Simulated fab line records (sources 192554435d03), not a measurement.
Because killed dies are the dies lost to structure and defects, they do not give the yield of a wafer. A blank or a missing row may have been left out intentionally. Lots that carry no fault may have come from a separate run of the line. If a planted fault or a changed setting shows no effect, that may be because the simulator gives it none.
Matching of chambers | flow n5-finfet | pecvd-03 running N5_BEOL_M12_ILD_DEP_00: 3 sister chambers
The step deposits SiOC from DEMS/O2, target thk 658.92 nm, time 130.7 s. 14 wafers are shown with their chamber, then 7 later ones without.

== WAFERS PAIRED WITH THEIR CHAMBERS ==
wafer  | chamber | throttle-valve-pct (%) | heater-power-w (W) | showerhead-plenum-p-Torr (Torr)
L325.2 | 2       | 11.3                   | 374                | 5.677
L325.4 | 1       | 11.8                   | 499                | 5.683
L325.5 | 2       | 11.6                   | 436                | 5.682
L324.2 | 2       | 11.5                   | 407                | 5.684
L324.4 | 0       | 11.5                   | 436                | 5.693
L324.6 | 1       | 12.0                   | 462                | 5.699
L331.2 | 2       | 11.5                   | 418                | 5.688
L331.3 | 1       | 12.3                   | 491                | 5.701
L331.6 | 1       | 11.9                   | 487                | 5.691
L338.2 | 1       | 12.5                   | 471                | 5.699
L338.3 | 0       | 11.6                   | 432                | 5.696
L338.5 | 0       | 11.6                   | 464                | 5.690
L336.1 | 0       | 11.5                   | 466                | 5.688
L336.4 | 2       | 11.7                   | 414                | 5.679

SIGNATURES, as means of the wafers listed above
reading                  | chamber 0 | chamber 1 | chamber 2 | scatter within a chamber
throttle-valve-pct       | 11.550    | 12.100    | 11.520    | 0.2
heater-power-w           | 449.50    | 482.00    | 409.80    | 18.9
showerhead-plenum-p-Torr | 5.69175   | 5.69460   | 5.68200   | 0.00554
Rule: a wafer lies at a distance from a chamber equal to the root of the sum of squares, over the readings, of (its reading less the chamber's mean, divided by the reading's scatter). The wafer belongs to the nearest chamber; if the next one is less than 2 further off, it can't be placed. The scatter: the root of (the sum of the squares of (reading less its chamber's mean) over the shown wafers, divided by (wafers less chambers)).

== WAFERS WITH NO CHAMBER GIVEN ==
wafer  | throttle-valve-pct (%) | heater-power-w (W) | showerhead-plenum-p-Torr (Torr)
L336.6 | 11.6                   | 471                | 5.709
L342.1 | 12.0                   | 520                | 5.683
L342.5 | 11.7                   | 452                | 5.699
L342.6 | 11.7                   | 412                | 5.696
L343.2 | 11.7                   | 453                | 5.703
L343.4 | 11.6                   | 350                | 5.679
L343.6 | 11.8                   | 393                | 5.689

== WHICH CHAMBER EACH ONE RAN IN ==
wafer  | from the rows above          | in truth
L336.6 | can't be placed: 0 or 1      | 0
L342.1 | can't be placed: 1 or 0      | 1
L342.5 | can't be placed: 0 or 1      | 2
L342.6 | can't be placed: 0 or 2 or 1 | 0
L343.2 | can't be placed: 0 or 1      | 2
L343.4 | 2                            | 2
L343.6 | can't be placed: 2 or 0      | 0
Correctly placed: 1 of 7. Cannot be placed on the basis of these rows: 6; the candidates contain the true chamber in 4. Number placed wrongly: 0.
